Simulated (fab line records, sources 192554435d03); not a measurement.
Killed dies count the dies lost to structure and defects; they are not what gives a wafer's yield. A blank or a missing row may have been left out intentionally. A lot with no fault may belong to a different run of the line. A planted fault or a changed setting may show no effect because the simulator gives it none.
Which of the tools did it? || flow n5_finfet || 11 lots, 33 wafers sampled, at 5 steps of a route of 1938

WHAT THE GAUGES READ, wafer by wafer
N5_BEOL_M4_RC_MEAS_101. Usual: DIBL_N 36.3 mV/V, standard deviation 1.4; DIBL_P 35.7 mV/V, standard deviation 1.5; IOFF_N 0.155 nA/um, standard deviation 0.022; IOFF_P 0.204 nA/um, standard deviation 0.027; ION_N 671 uA/um, standard deviation 9; ION_P 459 uA/um, standard deviation 6.2; SS_N 71.5 mV/dec, standard deviation 0.54; SS_P 73.1 mV/dec, standard deviation 0.56; VT_N 250.2 mV, standard deviation 2.6; VT_P -251 mV, standard deviation 3.3.
{"lot": "L330", "measured": "day 8 15:50", "on": "prober-02", "DIBL_N (mV/V)": "37.2 35.4 34.5", "DIBL_P (mV/V)": "36.6 34.2 32.8", "IOFF_N (nA/um)": "0.163 0.129 0.117", "IOFF_P (nA/um)": "0.231 0.187 0.180", "ION_N (uA/um)": "675 664 659", "ION_P (uA/um)": "466 461 458", "SS_N (mV/dec)": "71.6 70.4 70.5", "SS_P (mV/dec)": "73.9 73.0 72.1", "VT_N (mV)": "247.0 253.1 252.6", "VT_P (mV)": "-247 -248 -250", "flag": ""}
{"lot": "L329", "measured": "day 8 17:21", "on": "prober-01", "DIBL_N (mV/V)": "35.6 34.3 35.9", "DIBL_P (mV/V)": "34.2 33.4 34.4", "IOFF_N (nA/um)": "0.157 0.136 0.157", "IOFF_P (nA/um)": "0.207 0.192 0.203", "ION_N (uA/um)": "673 661 664", "ION_P (uA/um)": "457 461 457", "SS_N (mV/dec)": "71.9 71.4 71.1", "SS_P (mV/dec)": "72.7 72.6 72.8", "VT_N (mV)": "246.0 249.0 248.9", "VT_P (mV)": "-248 -249 -250", "flag": ""}
{"lot": "L331", "measured": "day 8 18:48", "on": "prober-01", "DIBL_N (mV/V)": "35.3 35.4 34.2", "DIBL_P (mV/V)": "35.6 35.4 33.7", "IOFF_N (nA/um)": "0.162 0.156 0.144", "IOFF_P (nA/um)": "0.216 0.221 0.187", "ION_N (uA/um)": "677 663 671", "ION_P (uA/um)": "466 462 457", "SS_N (mV/dec)": "71.7 71.7 70.8", "SS_P (mV/dec)": "73.3 73.4 72.3", "VT_N (mV)": "247.9 249.2 250.9", "VT_P (mV)": "-248 -249 -251", "flag": ""}
{"lot": "L335", "measured": "day 9 17:58", "on": "prober-01", "DIBL_N (mV/V)": "39.1 38.6 38.9", "DIBL_P (mV/V)": "38.6 37.1 37.1", "IOFF_N (nA/um)": "0.197 0.182 0.195", "IOFF_P (nA/um)": "0.257 0.242 0.238", "ION_N (uA/um)": "682 665 678", "ION_P (uA/um)": "466 454 458", "SS_N (mV/dec)": "72.3 71.6 73.4", "SS_P (mV/dec)": "73.6 74.0 73.4", "VT_N (mV)": "247.3 248.6 250.4", "VT_P (mV)": "-245 -246 -249", "flag": ""}
{"lot": "L338", "measured": "day 10 16:14", "on": "prober-01", "DIBL_N (mV/V)": "34.8 36.0 36.4", "DIBL_P (mV/V)": "33.3 35.0 35.6", "IOFF_N (nA/um)": "0.128 0.153 0.152", "IOFF_P (nA/um)": "0.189 0.218 0.225", "ION_N (uA/um)": "669 679 662", "ION_P (uA/um)": "468 465 464", "SS_N (mV/dec)": "72.3 71.9 71.5", "SS_P (mV/dec)": "73.1 72.9 72.9", "VT_N (mV)": "252.8 248.1 250.0", "VT_P (mV)": "-247 -248 -247", "flag": ""}
{"lot": "L340", "measured": "day 11 00:20", "on": "prober-01", "DIBL_N (mV/V)": "38.0 35.7 35.8", "DIBL_P (mV/V)": "37.9 35.1 35.1", "IOFF_N (nA/um)": "0.180 0.140 0.141", "IOFF_P (nA/um)": "0.227 0.175 0.172", "ION_N (uA/um)": "677 677 655", "ION_P (uA/um)": "463 456 449", "SS_N (mV/dec)": "71.9 71.7 71.4", "SS_P (mV/dec)": "73.6 73.2 72.9", "VT_N (mV)": "247.7 252.3 253.1", "VT_P (mV)": "-250 -255 -254", "flag": ""}
{"lot": "L343", "measured": "day 11 13:34", "on": "prober-01", "DIBL_N (mV/V)": "36.8 36.0 35.6", "DIBL_P (mV/V)": "34.0 33.6 33.8", "IOFF_N (nA/um)": "0.151 0.138 0.136", "IOFF_P (nA/um)": "0.169 0.161 0.166", "ION_N (uA/um)": "666 667 671", "ION_P (uA/um)": "454 451 457", "SS_N (mV/dec)": "71.4 71.5 71.4", "SS_P (mV/dec)": "72.9 72.5 73.1", "VT_N (mV)": "248.8 253.7 252.2", "VT_P (mV)": "-257 -254 -256", "flag": ""}
{"lot": "L347", "measured": "day 12 10:29", "on": "prober-01", "DIBL_N (mV/V)": "34.1 35.0 35.4", "DIBL_P (mV/V)": "33.5 34.6 34.6", "IOFF_N (nA/um)": "0.119 0.131 0.138", "IOFF_P (nA/um)": "0.174 0.185 0.192", "ION_N (uA/um)": "666 664 677", "ION_P (uA/um)": "457 457 462", "SS_N (mV/dec)": "71.0 71.2 71.6", "SS_P (mV/dec)": "72.7 72.9 73.0", "VT_N (mV)": "253.2 252.5 250.7", "VT_P (mV)": "-252 -251 -251", "flag": ""}
{"lot": "L348", "measured": "day 12 20:58", "on": "prober-02", "DIBL_N (mV/V)": "36.2 36.3 35.9", "DIBL_P (mV/V)": "36.8 36.8 36.0", "IOFF_N (nA/um)": "0.153 0.158 0.143", "IOFF_P (nA/um)": "0.207 0.213 0.194", "ION_N (uA/um)": "675 671 663", "ION_P (uA/um)": "466 460 457", "SS_N (mV/dec)": "71.5 71.3 71.1", "SS_P (mV/dec)": "72.7 73.0 72.4", "VT_N (mV)": "250.7 251.5 253.7", "VT_P (mV)": "-250 -249 -251", "flag": ""}
{"lot": "L351", "measured": "day 13 14:47", "on": "prober-01", "DIBL_N (mV/V)": "33.6 36.1 33.8", "DIBL_P (mV/V)": "33.7 36.6 33.5", "IOFF_N (nA/um)": "0.105 0.139 0.106", "IOFF_P (nA/um)": "0.161 0.207 0.159", "ION_N (uA/um)": "653 663 644", "ION_P (uA/um)": "456 461 452", "SS_N (mV/dec)": "71.3 71.6 70.9", "SS_P (mV/dec)": "72.2 73.2 72.9", "VT_N (mV)": "254.8 251.6 255.0", "VT_P (mV)": "-251 -251 -254", "flag": ""}
{"lot": "L352", "measured": "day 13 19:38", "on": "prober-01", "DIBL_N (mV/V)": "35.3 37.3 35.1", "DIBL_P (mV/V)": "34.7 35.9 34.5", "IOFF_N (nA/um)": "0.137 0.166 0.135", "IOFF_P (nA/um)": "0.179 0.192 0.178", "ION_N (uA/um)": "669 671 668", "ION_P (uA/um)": "460 452 457", "SS_N (mV/dec)": "71.7 71.9 71.5", "SS_P (mV/dec)": "72.8 72.1 72.3", "VT_N (mV)": "250.5 249.3 253.9", "VT_P (mV)": "-255 -252 -253", "flag": ""}

WHICH TOOL RAN EACH LOT (tool, then ch and the chambers of the sampled wafers, then the start)
{"lot": "L330", "N5_BEOL_M2_CVD_47": "cvd_co-01 ch 0,1,2, day 7 12:34", "N5_BEOL_M2_ANNEAL_49": "pvd_sputter-01, day 7 12:49", "N5_BEOL_M2_ANNEAL_80": "pvd_sputter-01, day 7 13:02", "N5_BEOL_M2_SPUTTER_92": "pvd_sputter-01, day 7 14:03"}
{"lot": "L329", "N5_BEOL_M2_CVD_47": "cvd_co-01 ch 0,1,2, day 7 12:47", "N5_BEOL_M2_ANNEAL_49": "pvd_sputter-02, day 7 13:03", "N5_BEOL_M2_ANNEAL_80": "pvd_sputter-02, day 7 13:16", "N5_BEOL_M2_SPUTTER_92": "pvd_sputter-02, day 7 14:17"}
{"lot": "L331", "N5_BEOL_M2_CVD_47": "cvd_co-02 ch 0,1,2, day 7 15:02", "N5_BEOL_M2_ANNEAL_49": "pvd_sputter-02, day 7 15:16", "N5_BEOL_M2_ANNEAL_80": "pvd_sputter-02, day 7 15:29", "N5_BEOL_M2_SPUTTER_92": "pvd_sputter-02, day 7 16:31"}
{"lot": "L335", "N5_BEOL_M2_CVD_47": "cvd_co-01 ch 0,2, day 8 16:11", "N5_BEOL_M2_ANNEAL_49": "pvd_sputter-01, day 8 17:00", "N5_BEOL_M2_ANNEAL_80": "pvd_sputter-01, day 8 17:13", "N5_BEOL_M2_SPUTTER_92": "pvd_sputter-01, day 8 18:14"}
{"lot": "L338", "N5_BEOL_M2_CVD_47": "cvd_co-01 ch 0,2, day 9 15:04", "N5_BEOL_M2_ANNEAL_49": "pvd_sputter-02, day 9 15:26", "N5_BEOL_M2_ANNEAL_80": "pvd_sputter-02, day 9 15:39", "N5_BEOL_M2_SPUTTER_92": "pvd_sputter-02, day 9 16:40"}
{"lot": "L340", "N5_BEOL_M2_CVD_47": "cvd_co-01 ch 0,1,2, day 10 00:24", "N5_BEOL_M2_ANNEAL_49": "pvd_sputter-03, day 10 00:39", "N5_BEOL_M2_ANNEAL_80": "pvd_sputter-03, day 10 00:52", "N5_BEOL_M2_SPUTTER_92": "pvd_sputter-03, day 10 01:53"}
{"lot": "L343", "N5_BEOL_M2_CVD_47": "cvd_co-01 ch 0,1,2, day 10 12:23", "N5_BEOL_M2_ANNEAL_49": "pvd_sputter-02, day 10 12:34", "N5_BEOL_M2_ANNEAL_80": "pvd_sputter-02, day 10 12:47", "N5_BEOL_M2_SPUTTER_92": "pvd_sputter-02, day 10 13:49"}
{"lot": "L347", "N5_BEOL_M2_CVD_47": "cvd_co-01 ch 0,2, day 11 04:41", "N5_BEOL_M2_ANNEAL_49": "pvd_sputter-01, day 11 04:59", "N5_BEOL_M2_ANNEAL_80": "pvd_sputter-01, day 11 05:12", "N5_BEOL_M2_SPUTTER_92": "pvd_sputter-01, day 11 06:13"}
{"lot": "L348", "N5_BEOL_M2_CVD_47": "cvd_co-01 ch 0,1, day 11 19:44", "N5_BEOL_M2_ANNEAL_49": "pvd_sputter-03, day 11 20:07", "N5_BEOL_M2_ANNEAL_80": "pvd_sputter-03, day 11 20:20", "N5_BEOL_M2_SPUTTER_92": "pvd_sputter-03, day 11 21:21"}
{"lot": "L351", "N5_BEOL_M2_CVD_47": "cvd_co-02 ch 0,1,2, day 12 11:40", "N5_BEOL_M2_ANNEAL_49": "pvd_sputter-02, day 12 11:55", "N5_BEOL_M2_ANNEAL_80": "pvd_sputter-02, day 12 12:10", "N5_BEOL_M2_SPUTTER_92": "pvd_sputter-02, day 12 13:19"}
{"lot": "L352", "N5_BEOL_M2_CVD_47": "cvd_co-02 ch 0,1,2, day 12 16:10", "N5_BEOL_M2_ANNEAL_49": "pvd_sputter-02, day 12 16:23", "N5_BEOL_M2_ANNEAL_80": "pvd_sputter-02, day 12 16:38", "N5_BEOL_M2_SPUTTER_92": "pvd_sputter-02, day 12 17:46"}
- N5_BEOL_M2_CVD_47: deposits Co from CCTBA/H2, target thk 3 nm, time 223.8 s.
- N5_BEOL_M2_ANNEAL_49: time 240 s.
- N5_BEOL_M2_ANNEAL_80: time 240 s.
- N5_BEOL_M2_SPUTTER_92: material Cu, target thk 4.5 nm, time 8.29 s.

AS READ BY THE TOOLS THEMSELVES (means over the sampled wafers that have a number; for cases with no such wafer, the mark the record gives instead)
N5_BEOL_M2_CVD_47. Usual: run_length_s 246.5 s, standard deviation 0.6.
{"lot": "L330", "tool": "cvd_co-01", "run_length_s (s)": 245.8, "flag": ""}
{"lot": "L329", "tool": "cvd_co-01", "run_length_s (s)": 246.1, "flag": ""}
{"lot": "L331", "tool": "cvd_co-02", "run_length_s (s)": 246.6, "flag": ""}
{"lot": "L335", "tool": "cvd_co-01", "run_length_s (s)": 245.9, "flag": ""}
{"lot": "L338", "tool": "cvd_co-01", "run_length_s (s)": 246.0, "flag": ""}
{"lot": "L340", "tool": "cvd_co-01", "run_length_s (s)": 246.0, "flag": ""}
{"lot": "L343", "tool": "cvd_co-01", "run_length_s (s)": 245.9, "flag": ""}
{"lot": "L347", "tool": "cvd_co-01", "run_length_s (s)": 168.1, "flag": "OFF"}
{"lot": "L348", "tool": "cvd_co-01", "run_length_s (s)": 168.7, "flag": "OFF"}
{"lot": "L351", "tool": "cvd_co-02", "run_length_s (s)": 246.8, "flag": ""}
{"lot": "L352", "tool": "cvd_co-02", "run_length_s (s)": 246.8, "flag": ""}

N5_BEOL_M2_ANNEAL_49. Usual: heater_power_w 848 W, standard deviation 98.
{"lot": "L330", "tool": "pvd_sputter-01", "heater_power_w (W)": 832, "flag": ""}
{"lot": "L329", "tool": "pvd_sputter-02", "heater_power_w (W)": 890, "flag": ""}
{"lot": "L331", "tool": "pvd_sputter-02", "heater_power_w (W)": 927, "flag": ""}
{"lot": "L335", "tool": "pvd_sputter-01", "heater_power_w (W)": 825, "flag": ""}
{"lot": "L338", "tool": "pvd_sputter-02", "heater_power_w (W)": 849, "flag": ""}
{"lot": "L340", "tool": "pvd_sputter-03", "heater_power_w (W)": 884, "flag": ""}
{"lot": "L343", "tool": "pvd_sputter-02", "heater_power_w (W)": 888, "flag": ""}
{"lot": "L347", "tool": "pvd_sputter-01", "heater_power_w (W)": 766, "flag": ""}
{"lot": "L348", "tool": "pvd_sputter-03", "heater_power_w (W)": 849, "flag": ""}
{"lot": "L351", "tool": "pvd_sputter-02", "heater_power_w (W)": 851, "flag": ""}
{"lot": "L352", "tool": "pvd_sputter-02", "heater_power_w (W)": 955, "flag": ""}

N5_BEOL_M2_ANNEAL_80. Usual: heater_power_w 848 W, standard deviation 95.
{"lot": "L330", "tool": "pvd_sputter-01", "heater_power_w (W)": 842, "flag": ""}
{"lot": "L329", "tool": "pvd_sputter-02", "heater_power_w (W)": 872, "flag": ""}
{"lot": "L331", "tool": "pvd_sputter-02", "heater_power_w (W)": 917, "flag": ""}
{"lot": "L335", "tool": "pvd_sputter-01", "heater_power_w (W)": 827, "flag": ""}
{"lot": "L338", "tool": "pvd_sputter-02", "heater_power_w (W)": 847, "flag": ""}
{"lot": "L340", "tool": "pvd_sputter-03", "heater_power_w (W)": 865, "flag": ""}
{"lot": "L343", "tool": "pvd_sputter-02", "heater_power_w (W)": 880, "flag": ""}
{"lot": "L347", "tool": "pvd_sputter-01", "heater_power_w (W)": 769, "flag": ""}
{"lot": "L348", "tool": "pvd_sputter-03", "heater_power_w (W)": 840, "flag": ""}
{"lot": "L351", "tool": "pvd_sputter-02", "heater_power_w (W)": 852, "flag": ""}
{"lot": "L352", "tool": "pvd_sputter-02", "heater_power_w (W)": 950, "flag": ""}

N5_BEOL_M2_SPUTTER_92. Usual: chuck_sensor_temp_C -16.2 C, standard deviation 0.56; throttle_valve_pct 30.3 %, standard deviation 0.73.
{"lot": "L330", "tool": "pvd_sputter-01", "chuck_sensor_temp_C (C)": -16.1, "throttle_valve_pct (%)": 30.3, "flag": ""}
{"lot": "L329", "tool": "pvd_sputter-02", "chuck_sensor_temp_C (C)": -16.2, "throttle_valve_pct (%)": 30.6, "flag": ""}
{"lot": "L331", "tool": "pvd_sputter-02", "chuck_sensor_temp_C (C)": -16.1, "throttle_valve_pct (%)": 30.9, "flag": ""}
{"lot": "L335", "tool": "pvd_sputter-01", "chuck_sensor_temp_C (C)": -16.1, "throttle_valve_pct (%)": 30.0, "flag": ""}
{"lot": "L338", "tool": "pvd_sputter-02", "chuck_sensor_temp_C (C)": -16.6, "throttle_valve_pct (%)": 29.9, "flag": ""}
{"lot": "L340", "tool": "pvd_sputter-03", "chuck_sensor_temp_C (C)": -16.2, "throttle_valve_pct (%)": 31.1, "flag": ""}
{"lot": "L343", "tool": "pvd_sputter-02", "chuck_sensor_temp_C (C)": -16.6, "throttle_valve_pct (%)": 29.9, "flag": ""}
{"lot": "L347", "tool": "pvd_sputter-01", "chuck_sensor_temp_C (C)": -15.5, "throttle_valve_pct (%)": 30.1, "flag": ""}
{"lot": "L348", "tool": "pvd_sputter-03", "chuck_sensor_temp_C (C)": -16.0, "throttle_valve_pct (%)": 31.2, "flag": ""}
{"lot": "L351", "tool": "pvd_sputter-02", "chuck_sensor_temp_C (C)": -16.4, "throttle_valve_pct (%)": 30.5, "flag": ""}
{"lot": "L352", "tool": "pvd_sputter-02", "chuck_sensor_temp_C (C)": -16.4, "throttle_valve_pct (%)": 30.5, "flag": ""}

THE ANSWER, worked out from the rows above alone
Rule: take the mean of a lot's wafers that have a number; if it is more than 3 standard deviations from the usual mean, the lot is off. A lot without any number at a reading at which 4 lots or more have one is off too. Any other lot the step has rows for is counted as sound. After the gauges, taken in route order, come the tools' own readings; for these a lot's mean is taken, as printed above. At the first step where some lot is off, the reading lying furthest off is the one used; lots without a number count as furthest.
Off: L347, L348, at N5_BEOL_M2_CVD_47 (run_length_s).
A tool fits if, at that step or a process step before it, it ran every lot that is off, and no sound lot after the first of them. One fits: cvd_co-01 at N5_BEOL_M2_CVD_47. Its last sound lot is L343 (day 10 12:23), its first lot that is off L347 (day 11 04:41): a fault that began between those two fits.
The tool's own readings at N5_BEOL_M2_CVD_47 bear it out: on the lots that are off they differ by more than 5 times the standard deviation of the sound lots' means. run_length_s reads 168.4 s there against 246.2 s on the sound lots.

WHAT THE SIMULATOR HAD PUT IN
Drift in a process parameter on cvd_co-01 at N5_BEOL_M2_CVD_47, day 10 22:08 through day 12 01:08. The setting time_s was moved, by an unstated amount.
Shown lots that were struck: L347, L348. This agrees with what the rule above found.
